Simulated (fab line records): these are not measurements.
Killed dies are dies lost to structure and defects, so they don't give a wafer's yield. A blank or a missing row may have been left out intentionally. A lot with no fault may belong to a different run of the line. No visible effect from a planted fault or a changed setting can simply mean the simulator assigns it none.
The tool behind it: which one? | flow nand-harc | 12 lots with 36 wafers sampled at 5 steps, on a route of 1302 steps

== WHAT THE GAUGES READ, wafer by wafer ==
NHARC_END_SORT_01.
lot  | measured     | on        | killed-at-array | killed-at-other | killed-at-periphery | killed-dies | killed-open | killed-short
L248 | day 25 14:16 | prober-01 | 69 79 69        | 2 2 0           | 0 4 0               | 71 85 69    | 2 4 4       | 3 4 3
L257 | day 29 16:59 | prober-02 | 669 671 672     | 3 1 1           | 5 5 4               | 677 677 677 | 7 4 3       | 1 1 1
L260 | day 30 21:44 | prober-01 | 673 673 674     | 1 0 2           | 3 4 1               | 677 677 677 | 2 3 2       | 2 2 1
L261 | day 30 08:08 | prober-01 | 48 48 58        | 0 1 1           | 10 6 7              | 58 55 66    | 5 5 3       | 4 4 3
L266 | day 32 17:53 | prober-01 | 28 47 40        | 2 5 0           | 6 4 11              | 36 56 51    | 3 4 7       | 1 2 2

== WHICH TOOL RAN EACH LOT (tool, then ch and the chambers of the sampled wafers, then the start) ==
lot  | NHARC_A_STAIRCASE_ETCH_21                     | NHARC_A_STAIRCASE_ETCH_25                     | NHARC_A_STAIRCASE_ETCH_188         | NHARC_A_STAIRCASE_TRIM_191
L248 | rie-diel-11 ch 0,1,2, day 16 20:22 or earlier | rie-diel-11 ch 2,3, day 16 20:22 or earlier   | rie-diel-11 ch 1,2, day 16 20:22   | rie-diel-11 ch 0,1,3, day 25 14:16 or earlier
L249 | rie-diel-04 ch 1,3, day 17 17:19 or earlier   | rie-diel-04 ch 2,3, day 17 17:19 or earlier   | rie-diel-03 ch 0,2, day 17 17:19   | rie-diel-03 ch 0,2,3, no start
L251 | rie-diel-11 ch 0,1,3, day 18 11:22 or earlier | rie-diel-11 ch 0,2,3, day 18 11:22 or earlier | rie-diel-04 ch 1,3, day 18 11:22   | rie-diel-04 ch 0,1,3, no start
L253 | rie-diel-03 ch 1,2,3, day 18 20:05 or earlier | rie-diel-03 ch 0,1,3, day 18 20:05 or earlier | rie-diel-11 ch 1,2,3, day 18 20:05 | rie-diel-11 ch 0,2,3, no start
L258 | rie-diel-04 ch 0,1,3, day 20 04:56 or earlier | rie-diel-04 ch 0,3, day 20 04:56 or earlier   | rie-diel-11 ch 0,1,3, day 20 04:56 | rie-diel-11 ch 0,1,2, no start
L257 | rie-diel-11 ch 1,2,3, day 20 16:13 or earlier | rie-diel-03 ch 1,2, day 20 16:13              | rie-diel-11 ch 0,3, day 20 18:53   | rie-diel-11 ch 0,3, day 29 16:59 or earlier
L260 | rie-diel-04 ch 0,2,3, day 21 18:51 or earlier | rie-diel-04 ch 0,3, day 21 18:51 or earlier   | rie-diel-11 ch 0,2, day 21 18:51   | rie-diel-11 ch 1,2,3, day 30 21:44 or earlier
L261 | rie-diel-11 ch 0,1, day 21 19:08 or earlier   | rie-diel-11 ch 0,1, day 21 19:08 or earlier   | rie-diel-03 ch 0,1,2, day 21 19:08 | rie-diel-03 ch 0,1,2, day 30 08:08 or earlier
L267 | rie-diel-11 ch 0,1,2, day 24 14:29 or earlier | rie-diel-11 ch 1,2,3, day 24 14:29 or earlier | rie-diel-11 ch 0,2,3, day 24 14:29 | rie-diel-11 ch 1,2,3, no start
L266 | rie-diel-03 ch 0,1,2, day 24 15:22 or earlier | rie-diel-03 ch 0,2,3, day 24 15:22 or earlier | rie-diel-03 ch 0,1,2, day 24 15:22 | rie-diel-03 ch 2,3, day 32 17:53 or earlier
L268 | rie-diel-04 ch 1,2,3, day 24 23:31 or earlier | rie-diel-04 ch 0,2,3, day 24 23:31 or earlier | rie-diel-04 ch 1,2,3, day 24 23:31 | rie-diel-04 ch 0,2,3, no start
L269 | rie-diel-03 ch 0,1, day 25 10:41 or earlier   | rie-diel-03 ch 0,1,3, day 25 10:41 or earlier | rie-diel-11 ch 0,2,3, day 25 10:41 | rie-diel-11 ch 0,1,3, no start
- NHARC_A_STAIRCASE_ETCH_21: etches the open film in C4F8/O2, target depth 100 nm, time 40.5 s.
- NHARC_A_STAIRCASE_ETCH_25: etches the open film in C4F8/O2, target depth 100 nm, time 40.5 s.
- NHARC_A_STAIRCASE_ETCH_188: etches the open film in C4F8/O2, target depth 100 nm, time 40.5 s.
- NHARC_A_STAIRCASE_TRIM_191: chemistry O2, time 211.2 s.

== WHAT THE TOOLS THEMSELVES READ (means of the sampled wafers that have a number; where no wafer has one, the mark that the record gives instead) ==
NHARC_A_STAIRCASE_ETCH_21.
lot  | tool        | oes-product-au (a.u.) | rf-vpp-V (V) | run-length-s (s)
L248 | rie-diel-11 | 0.979                 | 891          | 62.1
L249 | rie-diel-04 | 0.933                 | 899          | 61.7
L251 | rie-diel-11 | 0.934                 | 893          | 62.1
L253 | rie-diel-03 | 0.970                 | 893          | 61.9
L258 | rie-diel-04 | 0.965                 | 900          | 61.4
L257 | rie-diel-11 | 0.935                 | 894          | 61.9
L260 | rie-diel-04 | 0.947                 | 894          | 61.4
L261 | rie-diel-11 | 0.957                 | 889          | 62.5
L267 | rie-diel-11 | 0.969                 | 889          | 62.1
L266 | rie-diel-03 | 0.963                 | 901          | 62.3
L268 | rie-diel-04 | 0.941                 | 902          | 61.8
L269 | rie-diel-03 | 0.959                 | 895          | 61.7

NHARC_A_STAIRCASE_ETCH_25.
lot  | tool        | oes-product-au (a.u.) | rf-vpp-V (V) | run-length-s (s)
L248 | rie-diel-11 | 0.939                 | 896          | 61.7
L249 | rie-diel-04 | 0.935                 | 892          | 61.4
L251 | rie-diel-11 | 0.937                 | 894          | 61.6
L253 | rie-diel-03 | 0.932                 | 899          | 62.2
L258 | rie-diel-04 | 0.950                 | 893          | 61.7
L257 | rie-diel-03 | 1.002                 | 897          | 61.8
L260 | rie-diel-04 | 0.965                 | 894          | 61.7
L261 | rie-diel-11 | 0.968                 | 891          | 62.5
L267 | rie-diel-11 | 0.947                 | 894          | 62.3
L266 | rie-diel-03 | 0.960                 | 903          | 62.0
L268 | rie-diel-04 | 0.937                 | 901          | 61.5
L269 | rie-diel-03 | 0.955                 | 897          | 61.9

NHARC_A_STAIRCASE_ETCH_188.
lot  | tool        | oes-product-au (a.u.) | rf-vpp-V (V) | run-length-s (s)
L248 | rie-diel-11 | 0.948                 | 891          | 62.0
L249 | rie-diel-03 | 0.953                 | 898          | 62.5
L251 | rie-diel-04 | 0.914                 | 899          | 61.7
L253 | rie-diel-11 | 0.950                 | 893          | 62.2
L258 | rie-diel-11 | 0.936                 | 892          | 62.0
L257 | rie-diel-11 | 0.960                 | 896          | 40.6
L260 | rie-diel-11 | 0.951                 | 889          | 40.6
L261 | rie-diel-03 | 0.953                 | 899          | 62.4
L267 | rie-diel-11 | 0.915                 | 892          | 62.1
L266 | rie-diel-03 | 0.924                 | 900          | 62.1
L268 | rie-diel-04 | 0.929                 | 901          | 61.5
L269 | rie-diel-11 | 0.948                 | 891          | 61.9

NHARC_A_STAIRCASE_TRIM_191.
lot  | tool        | drypump-motor-current-A (A) | o2-flow-sccm (sccm) | oes-product-au (a.u.) | rf-vpp-V (V) | showerhead-plenum-p-Torr (Torr) | throttle-valve-pct (%)
L248 | rie-diel-11 | 5.6                         | 500.0               | 1.006                 | 57.3         | 3.45                            | 17.042
L249 | rie-diel-03 | 6.0                         | 501.2               | 0.997                 | 58.0         | 3.55                            | 17.042
L251 | rie-diel-04 | 5.6                         | 499.8               | 0.987                 | 58.1         | 3.62                            | 17.029
L253 | rie-diel-11 | 5.5                         | 500.4               | 0.993                 | 58.4         | 3.43                            | 17.020
L258 | rie-diel-11 | 5.8                         | 499.6               | 1.004                 | 56.4         | 3.37                            | 17.042
L257 | rie-diel-11 | 5.3                         | 499.8               | 1.006                 | 57.7         | 3.49                            | 17.040
L260 | rie-diel-11 | 5.7                         | 500.6               | 1.012                 | 57.2         | 3.46                            | 17.031
L261 | rie-diel-03 | 5.7                         | 500.9               | 1.011                 | 57.3         | 3.65                            | 17.034
L267 | rie-diel-11 | 5.7                         | 499.8               | 1.003                 | 58.8         | 3.45                            | 17.038
L266 | rie-diel-03 | 6.2                         | 497.3               | 1.012                 | 58.2         | 3.73                            | 17.033
L268 | rie-diel-04 | 5.4                         | 500.9               | 0.999                 | 57.7         | 3.68                            | 17.033
L269 | rie-diel-11 | 5.6                         | 500.1               | 1.002                 | 58.3         | 3.42                            | 17.035

== THE ANSWER, worked out from the rows above alone ==
Rule: usual is defined by the lots themselves. The widest of any qualifying gaps counts: lots, ordered by their means at a reading, are off when they make up no more than a third of the lots, leave a main group of 4 or more, and stand apart from it by 3 or more times the standard deviation of that group's means. The tables above print the reading to a certain number of digits; a main group whose means all agree to those digits is not used. Also off: a lot with no number at a reading for which 4 or more lots have one. The other lots that the step has rows for count as sound. Order of review: gauges by route order, followed by the tools' own readings, for which a lot's mean as printed above is used. At the first step where some lot is off, the reading lying furthest off is the one used; lots without a number count as furthest.
Off at NHARC_A_STAIRCASE_ETCH_188 (run-length-s): L257, L260. For the main group the mean is 62.0 s and the standard deviation 0.28.
A tool fits if, at that step or a process step before it, it ran every lot that is off, and no sound lot after the first of them. Because NHARC_A_STAIRCASE_ETCH_21 lacks a start for some lots, the hours and order of its lots are taken from NHARC_A_STAIRCASE_ETCH_188. Because NHARC_A_STAIRCASE_ETCH_25 lacks a start for some lots, the hours and order of its lots are taken from NHARC_A_STAIRCASE_ETCH_188. None of those tried fits.

== WHAT HAD BEEN PUT IN BY THE SIMULATOR ==
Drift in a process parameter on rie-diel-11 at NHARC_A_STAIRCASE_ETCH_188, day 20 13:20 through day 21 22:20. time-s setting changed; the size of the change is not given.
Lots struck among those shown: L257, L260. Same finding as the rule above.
